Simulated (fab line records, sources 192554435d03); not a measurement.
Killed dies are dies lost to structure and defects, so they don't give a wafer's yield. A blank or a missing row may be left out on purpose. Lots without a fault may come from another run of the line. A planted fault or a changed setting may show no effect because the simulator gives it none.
Split-lot experiment | flow n5_finfet | 7 lots, 21 wafers read, on a route of 1938 steps

THE SPLIT
At N5_BEOL_M7_ETCH_41 (etches SiCN in CH3F/O2, target depth 31.9 nm, time 57.8 s), the setting source_w was moved away from the recipe's 395 W on 11 of the 21 wafers read, by -15.1% to +13.4%. The other wafers ran this setting at the recipe's value.

The reading is taken at the split's own step.

THE READING
rf_vpp_V, in V, at N5_BEOL_M7_ETCH_41 (etches SiCN in CH3F/O2, target depth 31.9 nm, time 57.8 s). Fault-free wafers of this fab line usually give 297.1 V, standard deviation 1.6 V.

wafer  | tool, chamber at the split | source_w as run, W | against the recipe | rf_vpp_V, V | against lot-mates on the recipe
L074.2 | rie_diel-04, 3             | 335.5              | -15.1%             | 316.0       | +19.1
L074.3 | rie_diel-04, 0             | 335.5              | -15.1%             | 313.6       | +16.7
L074.4 | rie_diel-04, 1             | 395                | recipe             | 296.9       | -
L085.2 | rie_diel-06, 1             | 395                | recipe             | 296.8       | -
L085.3 | rie_diel-06, 3             | 395                | recipe             | 298.9       | -
L085.4 | rie_diel-06, 2             | 368.6              | -6.7%              | 304.7       | +6.8
L086.1 | rie_diel-02, 3             | 431.7              | +9.3%              | 291.8       | -3.8
L086.4 | rie_diel-02, 2             | 395                | recipe             | 295.6       | -
L086.6 | rie_diel-02, 1             | 431.7              | +9.3%              | 289.2       | -6.4
L088.3 | rie_diel-02, 3             | 395                | recipe             | 299.9       | -
L088.4 | rie_diel-02, 2             | 357.5              | -9.5%              | 306.8       | +6.9
L088.5 | rie_diel-02, 3             | 357.5              | -9.5%              | 308.7       | +8.8
L092.3 | rie_diel-06, 2             | 374.1              | -5.3%              | 302.8       | +1.6
L092.5 | rie_diel-06, 0             | 374.1              | -5.3%              | 304.1       | +2.9
L092.6 | rie_diel-06, 3             | 395                | recipe             | 301.2       | -
L091.1 | rie_diel-04, 0             | 395                | recipe             | 295.6       | -
L091.4 | rie_diel-04, 2             | 395                | recipe             | 296.0       | -
L091.5 | rie_diel-04, 3             | 395                | recipe             | 297.2       | -
L095.2 | rie_diel-04, 3             | 447.8              | +13.4%             | 285.5       | -9.8
L095.3 | rie_diel-04, 2             | 395                | recipe             | 295.3       | -
L095.5 | rie_diel-04, 3             | 447.8              | +13.4%             | 287.0       | -8.3

THE FIT
A straight line over all 21 wafers: rf_vpp_V changes by -0.982 V for each +1% of source_w; r = -0.97; the points scatter about the line by 1.9 V.
The same after taking each lot's own level away (the mean of its wafers on the recipe; 21 wafers): -0.852 V for each +1%; r = -0.95; scatter 2.2 V.
On that fit, the largest move of source_w shifts the reading by 13 V.
The lots' own levels span 295.30 to 301.20 V, that is 3.7 times the standard deviation above.
So the lot-to-lot level changes the slope: the two fits differ.
Check: with one of the wafers moved furthest among these (-15.1%) left out of the fit, the line predicts +12.2 V for it against its lot-mates. It came out at +19.1 V against them.
Tool readings at the split's step, against how far the setting was moved: rf_vpp_V r = -0.97.

OTHER SPLITS ON THESE WAFERS
These wafers also went through other splits before the reading. Each is held against what the fit with the lots' levels taken away leaves over:
other split on the same wafers  | wafers away from the commonest value | r with rf_vpp_V (lot level and that fit taken away)
N5_BEOL_M3_EXPOSE_08 dose_mj    | 9                                    | -0.05
N5_BEOL_M4_DESCUM_16 time_s     | 8                                    | +0.10
N5_BEOL_M5_COAT_05 spin_rpm     | 12                                   | +0.16
N5_BEOL_M5_ETCH_72 source_w     | 4                                    | -0.25
N5_BEOL_M7_ILD_DEP_00 time_s    | 7                                    | +0.02
N5_BEOL_M7_VIA_ETCH_34 source_w | 9                                    | +0.59

THE FILE'S OWN FIT
rf_vpp_V changes by -0.87 V for each +1% of source_w, r = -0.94.
